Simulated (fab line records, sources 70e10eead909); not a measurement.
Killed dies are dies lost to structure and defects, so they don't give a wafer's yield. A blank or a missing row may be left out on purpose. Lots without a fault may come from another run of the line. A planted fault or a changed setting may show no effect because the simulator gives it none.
Which tool did it? | flow nand_harc | 13 lots, 39 wafers sampled, at 5 steps of a route of 1159

WHAT THE GAUGES READ, wafer by wafer
NHARC_A_CONTACT_CD_MEAS_80.
lot  | measured     | on        | cd_nm (nm)
L520 | day 16 19:20 | cd_sem-01 | 189.8 189.4 189.5
L522 | day 16 20:57 | cd_sem-02 | 189.7 190.4 190.3
L521 | day 16 21:26 | cd_sem-03 | 189.9 189.4 190.1
L523 | day 17 06:43 | cd_sem-03 | 190.0 190.1 190.0
L525 | day 17 13:11 | cd_sem-03 | 189.0 189.6 190.3
L524 | day 17 16:53 | cd_sem-03 | 189.6 188.6 189.0
L526 | day 17 23:09 | cd_sem-01 | 189.5 188.9 189.7
L528 | day 18 23:10 | cd_sem-03 | 189.9 189.6 189.5
L530 | day 19 03:19 | cd_sem-01 | 190.4 189.4 189.6
L534 | day 19 13:11 | cd_sem-02 | 190.2 189.8 190.0
L533 | day 19 13:30 | cd_sem-02 | 189.7 188.7 189.1
L535 | day 20 03:44 | cd_sem-03 | 190.7 189.7 190.6
L542 | day 23 07:23 | cd_sem-02 | 191.4 190.8 191.1

NHARC_END_SORT_01.
lot  | measured     | on        | killed_at_array | killed_at_other | killed_at_periphery | killed_dies | killed_open | killed_short
L520 | day 19 12:55 | prober-02 | 27 29 26        | 2 0 0           | 3 2 1               | 32 31 27    | 3 3 4       | 2 2 0
L534 | day 21 22:17 | prober-02 | 27 26 32        | 1 0 1           | 1 1 2               | 29 27 35    | 3 7 2       | 3 0 5
L535 | day 22 16:16 | prober-01 | 43              | 0               | 2                   | 45          | 1           | 3

WHICH TOOL RAN EACH LOT (tool, then ch and the chambers of the sampled wafers, then the start)
lot  | NHARC_A_CONTACT_ETCH_133             | NHARC_A_CONTACT_DEP_85          | NHARC_A_CONTACT_ETCH_89
L520 | har_cap_etch-03 ch 0,1, day 16 18:38 | pecvd-01 ch 1,2, day 16 21:42   | rie_diel-04 ch 0,1,3, day 16 22:45
L522 | har_cap_etch-01 ch 0,1, day 16 20:13 | pecvd-01 ch 0,1,2, day 16 23:10 | rie_diel-04 ch 1,2,3, day 17 00:14
L521 | har_cap_etch-02 ch 0,1, day 16 20:34 | pecvd-01 ch 0,1,2, day 17 00:28 | rie_diel-06 ch 0,2, day 17 01:36
L523 | har_cap_etch-02 ch 0,1, day 17 05:54 | pecvd-01 ch 0,1,2, day 17 09:07 | rie_diel-08 ch 0,2,3, day 17 10:03
L525 | har_cap_etch-02 ch 0,1, day 17 12:23 | pecvd-04 ch 0,1,2, day 17 15:29 | rie_diel-08 ch 2,3, day 17 16:25
L524 | har_cap_etch-01 ch 0,1, day 17 16:05 | pecvd-01 ch 0,1, day 17 20:43   | rie_diel-08 ch 0,1,3, day 17 21:48
L526 | har_cap_etch-03 ch 0,1, day 17 22:20 | pecvd-01 ch 1,2, day 18 01:35   | rie_diel-04 ch 1,2, day 18 02:41
L528 | har_cap_etch-02 ch 0,1, day 18 22:21 | pecvd-01 ch 0,1,2, day 19 03:25 | rie_diel-06 ch 0,3, day 19 04:38
L530 | har_cap_etch-01 ch 0,1, day 19 02:14 | pecvd-04 ch 0,1,2, day 19 05:32 | rie_diel-08 ch 0,2,3, day 19 06:43
L534 | har_cap_etch-02 ch 1, day 19 12:23   | pecvd-01 ch 0,1,2, day 19 16:03 | rie_diel-08 ch 0,1,2, day 19 17:29
L533 | har_cap_etch-03 ch 0,1, day 19 12:46 | pecvd-04 ch 0,1,2, day 19 16:55 | rie_diel-04 ch 0,3, day 19 17:51
L535 | har_cap_etch-03 ch 0,1, day 20 02:56 | pecvd-04 ch 0,1, day 20 06:42   | rie_diel-08 ch 0,3, day 20 07:52
L542 | har_cap_etch-02 ch 0,1, day 23 06:31 | pecvd-04 ch 1,2, day 23 11:05   | rie_diel-04 ch 1,2,3, day 23 12:08
- NHARC_A_CONTACT_ETCH_133: etches the open film in C4F8/O2/Ar, time 195 s, target depth 840 nm.
- NHARC_A_CONTACT_DEP_85: deposits SiON, target thk 50 nm.
- NHARC_A_CONTACT_ETCH_89: etches the open film in N2/H2, target depth 260 nm, time 475.3 s.

WHAT THE TOOLS THEMSELVES READ (means of the sampled wafers that have a number; where no wafer has one, the mark that the record gives instead)
NHARC_A_CONTACT_DEP_85.
lot  | tool     | heater_power_w (W)
L520 | pecvd-01 | 717
L522 | pecvd-01 | 805
L521 | pecvd-01 | 823
L523 | pecvd-01 | 772
L525 | pecvd-04 | 736
L524 | pecvd-01 | 868
L526 | pecvd-01 | 868
L528 | pecvd-01 | 840
L530 | pecvd-04 | 732
L534 | pecvd-01 | 792
L533 | pecvd-04 | 659
L535 | pecvd-04 | 615
L542 | pecvd-04 | 705

NHARC_A_CONTACT_ETCH_89.
lot  | tool        | drypump_motor_current_A (A) | oes_product_au (a.u.) | rf_vpp_V (V) | showerhead_plenum_p_Torr (Torr) | throttle_valve_pct (%)
L520 | rie_diel-04 | 5.7                         | 0.993                 | 430.8        | 2.06                            | 14.170
L522 | rie_diel-04 | 5.7                         | 0.993                 | 432.4        | 2.10                            | 14.170
L521 | rie_diel-06 | 5.7                         | 1.002                 | 426.6        | 1.90                            | 14.175
L523 | rie_diel-08 | 5.8                         | 1.006                 | 430.0        | 2.02                            | 14.171
L525 | rie_diel-08 | 5.3                         | 1.005                 | 431.9        | 2.09                            | 14.167
L524 | rie_diel-08 | 6.2                         | 1.000                 | 427.9        | 1.96                            | 14.172
L526 | rie_diel-04 | 5.6                         | 1.003                 | 432.7        | 2.12                            | 14.161
L528 | rie_diel-06 | 5.7                         | 1.007                 | 433.4        | 2.13                            | 14.175
L530 | rie_diel-08 | 5.8                         | 1.004                 | 429.7        | 2.02                            | 14.178
L534 | rie_diel-08 | 5.8                         | 0.998                 | 429.5        | 2.03                            | 14.177
L533 | rie_diel-04 | 5.8                         | 0.988                 | 431.4        | 2.08                            | 14.174
L535 | rie_diel-08 | 6.2                         | 0.961                 | 428.8        | 1.95                            | 14.181
L542 | rie_diel-04 | 5.7                         | 1.006                 | 431.5        | 2.08                            | 14.163

THE ANSWER, worked out from the rows above alone
Rule: what is usual is taken from the lots themselves. Put in order of their means at a reading, lots are off if they are a third of the lots or fewer, leave a main group of 4 or more, and stand apart from it by a gap of 3 or more times the standard deviation of the main group's means; of several such gaps the widest counts. A main group whose means are all the same, to the digits that the tables above print for the reading, isn't used. A lot without any number at a reading at which 4 lots or more have one is off too. The other lots that the step has rows for count as sound. The gauges are gone through in route order, then the tools' own readings, and for those a lot's mean is taken as printed above. The first step at which some lot is off is used, and at that step the reading that is off furthest; a lot without a number counts as furthest.
Off: L535, at NHARC_A_CONTACT_ETCH_89 (oes_product_au). The main group: mean 1.000 a.u., standard deviation 0.0059.
A tool fits if, at that step or a process step before it, it ran every lot that is off, and no sound lot after the first of them. Can't be told from this: 2 tools fit, har_cap_etch-03 at NHARC_A_CONTACT_ETCH_133, rie_diel-08 at NHARC_A_CONTACT_ETCH_89.

WHAT THE SIMULATOR HAD PUT IN
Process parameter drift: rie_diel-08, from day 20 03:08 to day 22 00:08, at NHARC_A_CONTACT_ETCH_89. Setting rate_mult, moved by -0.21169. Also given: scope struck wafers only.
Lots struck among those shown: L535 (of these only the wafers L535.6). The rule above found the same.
